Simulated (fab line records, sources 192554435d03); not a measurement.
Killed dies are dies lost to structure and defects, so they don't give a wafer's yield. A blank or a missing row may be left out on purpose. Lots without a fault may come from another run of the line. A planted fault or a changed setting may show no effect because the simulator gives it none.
Split-lot experiment | flow n5_finfet | 7 lots, 21 wafers read, on a route of 1938 steps

THE SPLIT
At N5_BEOL_M14_DEP_53 (deposits SiCN from 3MS/NH3, target thk 50 nm, time 17.8 s), the setting time_s was moved away from the recipe's 17.8 s on 4 of the 21 wafers read, by -14.3% to +10.8%. The other wafers ran this setting at the recipe's value.

The reading is taken at the split's own step.

THE READING
SiCN_of_BEOL_M14_DEP_53.thk_nm (the simulator's own value, which no gauge read), in nm, at N5_BEOL_M14_DEP_53 (deposits SiCN from 3MS/NH3, target thk 50 nm, time 17.8 s). The file gives no usual value for it. The 17 wafers here that ran the recipe average 49.7 nm, standard deviation 0.7 nm.

wafer  | tool, chamber at the split | time_s as run, s | against the recipe | SiCN_of_BEOL_M14_DEP_53.thk_nm, nm | against lot-mates on the recipe
L077.2 | pecvd-01, 2                | 17.8             | recipe             | 49                                 | -
L077.3 | pecvd-01, 1                | 17.8             | recipe             | 50                                 | -
L077.4 | pecvd-01, 1                | 17.8             | recipe             | 50.8                               | -
L078.2 | pecvd-03, 1                | 17.8             | recipe             | 49.6                               | -
L078.5 | pecvd-03, 2                | 15.26            | -14.3%             | 43.2                               | -6.9
L078.6 | pecvd-03, 0                | 17.8             | recipe             | 50.6                               | -
L082.1 | pecvd-03, 1                | 17.8             | recipe             | 49.6                               | -
L082.2 | pecvd-03, 0                | 19.72            | +10.8%             | 54.6                               | +5.0
L082.5 | pecvd-03, 2                | 19.72            | +10.8%             | 55.2                               | +5.6
L089.2 | pecvd-04, 1                | 17.8             | recipe             | 48.6                               | -
L089.3 | pecvd-04, 0                | 17.8             | recipe             | 49                                 | -
L089.4 | pecvd-04, 1                | 17.8             | recipe             | 49.2                               | -
L088.1 | pecvd-04, 2,1              | 17.8             | recipe             | 49.2                               | -
L088.4 | pecvd-04, 2,1              | 17.8             | recipe             | 49.2                               | -
L088.3 | pecvd-04, 1                | 17.8             | recipe             | 48.4                               | -
L096.1 | pecvd-01, 1                | 17.8             | recipe             | 50.2                               | -
L096.2 | pecvd-01, 0                | 17.8             | recipe             | 50                                 | -
L096.3 | pecvd-01, 0                | 17.8             | recipe             | 50.6                               | -
L094.1 | pecvd-04, 0,1              | 17.8             | recipe             | 50.2                               | -
L094.2 | pecvd-04, 0,1              | 17.8             | recipe             | 50.2                               | -
L094.3 | pecvd-04, 2                | 18.54            | +4.2%              | 51.4                               | +1.2
Where a row lists several chambers, the file gives one row for several wafers and doesn't say which wafer went through which chamber.

THE FIT
A straight line over all 21 wafers: SiCN_of_BEOL_M14_DEP_53.thk_nm changes by +0.468 nm for each +1% of time_s; r = +0.96; the points scatter about the line by 0.68 nm.
The same after taking each lot's own level away (the mean of its wafers on the recipe; 21 wafers): +0.481 nm for each +1%; r = +0.98; scatter 0.44 nm.
On that fit, the largest move of time_s shifts the reading by 6.9 nm.
The lots' own levels span 48.93 to 50.27 nm, that is 1.9 times the standard deviation above.
So the lot-to-lot level changes the slope little: the two slopes agree.
Check: with one of the wafers moved furthest among these (-14.3%) left out of the fit, the line predicts -6.88 nm for it against its lot-mates. It came out at -6.9 nm against them.

OTHER SPLITS ON THESE WAFERS
These wafers also went through other splits before the reading. Each is held against what the fit with the lots' levels taken away leaves over:
other split on the same wafers     | wafers away from the commonest value | r with SiCN_of_BEOL_M14_DEP_53.thk_nm (lot level and that fit taken away)
N5_BEOL_M8_CURE_75 time_s          | 4                                    | -0.02
N5_BEOL_M9_TRENCH_ETCH_37 source_w | 8                                    | +0.09
N5_BEOL_M10_COAT_22 spin_rpm       | 8                                    | +0.00
N5_BEOL_M10_PEB_26 peb_time_s      | 9                                    | +0.16
N5_BEOL_M11_PECVD_70 time_s        | 8                                    | +0.08
N5_BEOL_M12_SPUTTER_44 time_s      | 4                                    | +0.08
N5_BEOL_M14_ETCH_68 time_s         | 5                                    | -0.12

THE FILE'S OWN FIT
SiCN_of_BEOL_M14_DEP_53.thk_nm changes by +0.476 nm for each +1% of time_s, r = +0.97.
